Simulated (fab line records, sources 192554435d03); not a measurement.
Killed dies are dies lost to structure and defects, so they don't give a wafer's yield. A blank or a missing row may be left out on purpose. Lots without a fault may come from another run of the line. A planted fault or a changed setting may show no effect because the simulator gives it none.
fab line records | flow n5_finfet
record lots=6 wafers=18 last_day=18
route steps=1938 shown BEOL_M7@1311 PASSIVATION@1936
lots that met no fault: from a run of the same line without faults
start_h: hours from the record's first day to the start of the lot's first wafer shown | wait_h: hours since the lot's step before | " the same as in the row above | L1.1+2: a row that stands for several wafers | - no value, or no start given | * or withheld: withheld | < > ~ a bound
route shown NAME@n: a module of which the file shows steps, and the number in the route of the first | usual: mean/standard deviation of fault-free wafers | same: alike in all rows | chamber/n: place in a boat | sites: the reading at each site | _std_site: their standard deviation | _edge_site: outer sites' mean less inner sites' | radius_mm: how far each site lies from the wafer's centre | mask NAME#n: copy n | behind: the tool/chamber that last shaped the wafer | hold: why the lot was held/for how many hours/how that ended | device: the transistor (n, p or np) that didn't switch | end of line: the same wafers' tests at the end of the route | a step without rows: its recipe alone | killed: dies lost to structure and defects at the first sort, not the wafer's yield | map: a wafer's dies, x killed, . not, _ none there
set.NAME: the setting as run; set.NAME@STEP: as run at that earlier step | model.NAME: the simulator's own value behind a step, which no gauge read
lots at some steps of the route; a table a step, a row a wafer
services: from which hour (start_h, from the record's first day; less than 0 if before it) a tool's chamber was out of use, for how many hours, and why
## steps
# step N5_BEOL_M7_OCD_MEAS_38
# usual trench_depth_nm=92.9/1.5
# columns lot.wafer tool chamber start_h wait_h trench_depth_nm
L698.3 ocd-02 - 215.35 - 91.4
L698.4 " - " " 93.1
L698.5 " - " " 93.4
L702.3 ocd-02 - 227.30 - 94.3
L702.5 " - " " 93.7
L702.6 " - " " 90.9
L703.3 ocd-02 - 235.25 - 91.1
L703.5 " - " " 90.2
L703.6 " - " " 92.8
L709.2 ocd-01 - 321.50 - 93.4
L709.4 " - " " 90.1
L709.5 " - " " 90.8
L711.1 ocd-02 - 335.39 - 92.9
L711.3 " - " " 94.0
L711.5 " - " " 95.2
L710.4 ocd-01 - 342.15 - 91.9
L710.5 " - " " 94.7
L710.6 " - " " 89.9
# step N5_BEOL_M7_HM_STRIP_39
# recipe chemistry=peroxide_tin_strip material=TiN target_depth_a=250 temp_c=50 time_s=158
# step N5_BEOL_M7_SRD_40
# recipe time_s=30 temp_c=23 rinse_liquid=diw dry=ipa_marangoni
# step N5_BEOL_M7_PRECLEAN_42
# recipe chemistry=residue_remover time_s=60 temp_c=40
# step N5_BEOL_M7_SRD_43
# recipe time_s=30 temp_c=23 rinse_liquid=diw dry=ipa_marangoni
# step N5_BEOL_M7_CD_MEAS_35
# recipe target_cd_nm=40 polarity=opening
# usual cd_nm=40.2/0.68
# columns lot.wafer tool chamber start_h wait_h cd_nm
L698.3 cd_sem-01 - 215.51 0.0 40.4
L698.4 " - " " 40.6
L698.5 " - " " 41.5
L702.3 cd_sem-03 - 227.45 0.0 40.4
L702.5 " - " " 40.7
L702.6 " - " " 40.3
L703.3 cd_sem-01 - 235.42 0.0 40.3
L703.5 " - " " 40.8
L703.6 " - " " 40.7
L709.2 cd_sem-01 - 321.65 0.0 40.5
L709.4 " - " " 39.3
L709.5 " - " " 39.7
L711.1 cd_sem-01 - 335.55 0.0 40.4
L711.3 " - " " 39.2
L711.5 " - " " 38.6
L710.4 cd_sem-02 - 342.30 0.0 40.8
L710.5 " - " " 41.0
L710.6 " - " " 41.1
# step N5_BEOL_M7_CURE_75
# recipe temp_c=370 time_s=120 ambient=DMADMS/He material=SiCOH_lowk
# usual lamp_power_pct=52.32/0.055 wafer_temp_C_max=372.1/0.82
# same time_s=120
# columns lot.wafer tool chamber start_h wait_h lamp_power_pct wafer_temp_C_max
L698.3 uv_cure-02 2 215.88 0.4 52.32 371.7
L698.4 " 2 " " 52.30 371.3
L698.5 " 2 " " 52.27 371.5
L702.3 uv_cure-02 0 227.59 0.1 52.37 372.9
L702.5 " 0 " " 52.32 372.3
L702.6 " 0 " " 52.30 372.7
L703.3 uv_cure-03 0 235.56 0.1 52.33 372.2
L703.5 " 0 " " 52.23 372.7
L703.6 " 0 " " 52.21 372.5
L709.2 uv_cure-01 1 321.74 0.1 52.38 371.4
L709.4 " 1 " " 52.35 371.4
L709.5 " 1 " " 52.22 371.3
L711.1 uv_cure-02 0 335.59 0.0 52.26 372.0
L711.3 " 0 " " 52.36 371.5
L711.5 " 0 " " 52.18 372.4
L710.4 uv_cure-02 1 342.49 0.2 52.33 372.5
L710.5 " 1 " " 52.35 372.7
L710.6 " 1 " " 52.25 371.9
# step N5_BEOL_M7_DEGAS_44
# recipe ambient=vacuum temp_c=250 time_s=60
# usual heater_power_w=330/17
# same time_s=60
# columns lot.wafer tool chamber start_h wait_h heater_power_w
L698.3 pvd_sputter-01 - 216.35 0.4 346
L698.4 " - " " 331
L698.5 " - " " 331
L702.3 pvd_sputter-01 - 227.82 0.2 309
L702.5 " - " " 325
L702.6 " - " " 338
L703.3 pvd_sputter-02 - 235.78 0.2 348
L703.5 " - " " 314
L703.6 " - " " 344
L709.2 pvd_sputter-02 - 322.07 0.3 315
L709.4 " - " " 305
L709.5 " - " " 315
L711.1 pvd_sputter-03 - 335.91 0.3 364
L711.3 " - " " 356
L711.5 " - " " 356
L710.4 pvd_sputter-01 - 342.88 0.3 305
L710.5 " - " " 315
L710.6 " - " " 296
# step N5_BEOL_M7_PRE_CLEAN_45
# recipe gas=H2/He time_s=30 temp_c=250
# usual heater_power_w=330/18
# same time_s=30
# columns lot.wafer tool chamber start_h wait_h heater_power_w
L698.3 pvd_sputter-01 - 216.39 0.0 345
L698.4 " - " " 333
L698.5 " - " " 318
L702.3 pvd_sputter-01 - 227.86 0.0 303
L702.5 " - " " 318
L702.6 " - " " 332
L703.3 pvd_sputter-02 - 235.82 0.0 349
L703.5 " - " " 317
L703.6 " - " " 342
L709.2 pvd_sputter-02 - 322.11 0.0 314
L709.4 " - " " 305
L709.5 " - " " 311
L711.1 pvd_sputter-03 - 335.95 0.0 360
L711.3 " - " " 356
L711.5 " - " " 358
L710.4 pvd_sputter-01 - 342.92 0.0 302
L710.5 " - " " 318
L710.6 " - " " 301
# step N5_BEOL_M7_ALD_77
# recipe material=TaN target_thk_a=20 temp_c=275 ald_precursor_family=PDMAT ald_co_reactant=NH3 pressure_torr=3 carrier_flow_sccm=1500 pulse_time_s=2 purge_time_s=3 co_reactant_purge_time_s=2 co_reactant_pulse_time_s=3 ald_cycles=40 precursor_vessel_temp_c=75 precursor_vessel_pressure_torr=26.25 precursor_vessel_carrier_sccm=1000
# usual heater_power_w=406/44 precursor_vessel_carrier_sccm=1000/3.1 precursor_vessel_pressure_torr=26.26/0.052
# same co_reactant_purge_time_s=2
# columns lot.wafer tool chamber start_h wait_h heater_power_w precursor_vessel_carrier_sccm precursor_vessel_pressure_torr
L698.3 ald_metal-01 3 216.56 0.1 451 1002 26.32
L698.4 " 0 " " 360 998 26.32
L698.5 " 1 " " 383 997 26.19
L702.3 ald_metal-01 0 227.92 0.0 363 997 26.33
L702.5 " 3 " " 466 996 26.35
L702.6 " 2 " " 418 1002 26.28
L703.3 ald_metal-03 1 235.88 0.0 466 1000 26.25
L703.5 " 0 " " 362 1005 26.29
L703.6 " 1 " " 473 1004 26.24
L709.2 ald_metal-01 0 322.40 0.3 357 1003 26.24
L709.4 " 3 " " 469 997 26.25
L709.5 " 1 " " 387 997 26.26
L711.1 ald_metal-01 2 336.24 0.3 410 995 26.21
L711.3 " 0 " " 354 996 26.32
L711.5 " 3 " " 475 994 26.26
L710.4 ald_metal-04 2 342.98 0.0 342 998 26.20
L710.5 " 2 " " 336 996 26.26
L710.6 " 1 " " 452 1004 26.19
# step N5_BEOL_M7_SURFACE_TREAT_79
# recipe gas=Ar time_s=* ion_energy_ev=* ion_current_ma_cm2=0.5 pressure_mtorr=* ar_flow_sccm=30
# usual pressure_mtorr=* throttle_valve_pct=*
# same time_s=*
# columns lot.wafer tool chamber start_h wait_h pressure_mtorr throttle_valve_pct
L698.3 pvd_sputter-03 - 216.91 0.2 * *
L698.4 " - " " * *
L698.5 " - " " * *
L702.3 pvd_sputter-02 - 228.20 0.2 * *
L702.5 " - " " * *
L702.6 " - " " * *
L703.3 pvd_sputter-02 - 236.18 0.2 * *
L703.5 " - " " * *
L703.6 " - " " * *
L709.2 pvd_sputter-02 - 324.15 1.6 * *
L709.4 " - " " * *
L709.5 " - " " * *
L711.1 pvd_sputter-02 - 337.83 1.5 * *
L711.3 " - " " * *
L711.5 " - " " * *
L710.4 pvd_sputter-01 - 343.32 0.2 * *
L710.5 " - " " * *
L710.6 " - " " * *
# step N5_BEOL_M7_CVD_78
# recipe material=Co target_thk_a=20 temp_c=withheld precursor=CCTBA/H2 pressure_torr=30 time_s=142.3
# step N5_BEOL_M7_SPUTTER_48
# recipe material=Cu target_thk_a=100 temp_c=-20 bias_v=60 power_w=26000 chamber_pressure_pa=0.13 time_s=1.667
# usual bias_v=60.0/0.54 cathode_dc_power_W=26000/4.2 throttle_valve_pct=29.8/1.1
# same time_s=1.667
# columns lot.wafer tool chamber start_h wait_h bias_v cathode_dc_power_W throttle_valve_pct
L698.3 pvd_sputter-03 - 217.09 0.1 60.1 26005 28.2
L698.4 " - " " 59.9 25994 28.8
L698.5 " - " " 59.9 25996 30.9
L702.3 pvd_sputter-03 - 228.37 0.1 60.4 25998 28.1
L702.5 " - " " 60.7 21602 30.8
L702.6 " - " " 59.9 25999 29.1
L703.3 pvd_sputter-03 - 236.35 0.1 60.0 25999 29.1
L703.5 " - " " 60.6 21607 30.7
L703.6 " - " " 60.3 26004 28.4
L709.2 pvd_sputter-01 - 324.37 0.1 60.1 25997 30.1
L709.4 " - " " 60.3 26003 31.6
L709.5 " - " " 59.6 26010 30.4
L711.1 pvd_sputter-03 - 338.07 0.1 59.5 25995 28.4
L711.3 " - " " 60.1 26009 28.9
L711.5 " - " " 59.2 26001 28.8
L710.4 pvd_sputter-01 - 343.54 0.0 60.0 26006 30.3
L710.5 " - " " 60.4 26004 31.5
L710.6 " - " " 59.8 25997 30.1
# step N5_BEOL_M7_ECD_50
# recipe material=Cu target_thk_a=3000
# step N5_PASSIVATION_PROBE_49
# usual defect_limited_yield=91.0/1.5 killed_at_M0_to_M3=32/9.6 killed_at_M4_up=13/4.7 killed_at_contacts=13/7.2 killed_at_front_end=44/13 killed_at_other=4/3.4 killed_dies=106/18 killed_open=70/13 killed_short=35/8 sort_bin_5_function=5.3/0.97 sort_bin_6_memory=3.4/0.73 sort_n_pass=1074/18 sort_yield_pct=91.0/1.5
# same gross_dies=1180 killed_at_back_side=0 sort_bin_4_leakage[%]=0 sort_bin_8_speed[%]=0
# columns lot.wafer tool chamber start_h wait_h defect_limited_yield[%] killed_at_M0_to_M3 killed_at_M4_up killed_at_contacts killed_at_front_end killed_at_other killed_dies killed_open killed_short sort_bin_5_function[%] sort_bin_6_memory[%] sort_n_pass sort_yield_pct[%]
L703.5 prober-02 - 296.43 0.5 92.1 25 17 10 40 1 93 61 29 4.0 3.5 1087 92.1
# killed by level:class
L703.5 DUMMY_GATE:geometric_particle:open=8 FIN_SAQP:geometric_particle:open=7 FIN_SAQP:geometric_particle:short=7 MOL_CONTACT_COAG:geometric_particle:open=7 STARTING-WAFER:geometric_particle:open=6 BEOL_M4:geometric_particle:open=5 BEOL_M0_SAQP:geometric_particle:open=4 BEOL_M0_SAQP:geometric_particle:short=4
## services
# columns tool chamber start_h hours kind
ald_metal-01 - 231.08 2.8 pm
uv_cure-03 - 252.65 0.8 repair
uv_cure-01 - 272.32 13.0 repair
pvd_sputter-01 - 273.00 6.9 repair
ald_metal-03 3 287.03 5.3 repair
uv_cure-02 - 287.62 10.7 repair
uv_cure-01 - 287.82 0.8 repair
pvd_sputter-01 - 303.61 2.6 repair
ald_metal-01 1 328.35 30.4 repair
ald_metal-01 - 337.25 14.0 pm
ald_metal-01 0 337.25 14.0 vent_cycle
ald_metal-01 2 337.25 14.0 vent_cycle
ald_metal-01 3 337.25 14.0 vent_cycle
pvd_sputter-01 - 340.71 0.5 repair
## key
first_sign step=N5_BEOL_M7_SPUTTER_48 reading=cathode_dc_power_W direction=down sigmas=99+ usual=* struck=*
effect none on later readings
met_at N5_BEOL_M7_SPUTTER_48
struck_wafers L702.5,L703.5
onset_between 217.09 228.37
fault kind=process_parameter_drift tool=pvd_sputter-03 chamber=- onset_h=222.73 steps=N5_BEOL_M7_SPUTTER_48 channel=power_w offset=* shape=step end_h=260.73 acts_in=* stated=* scope=struck_wafers_only
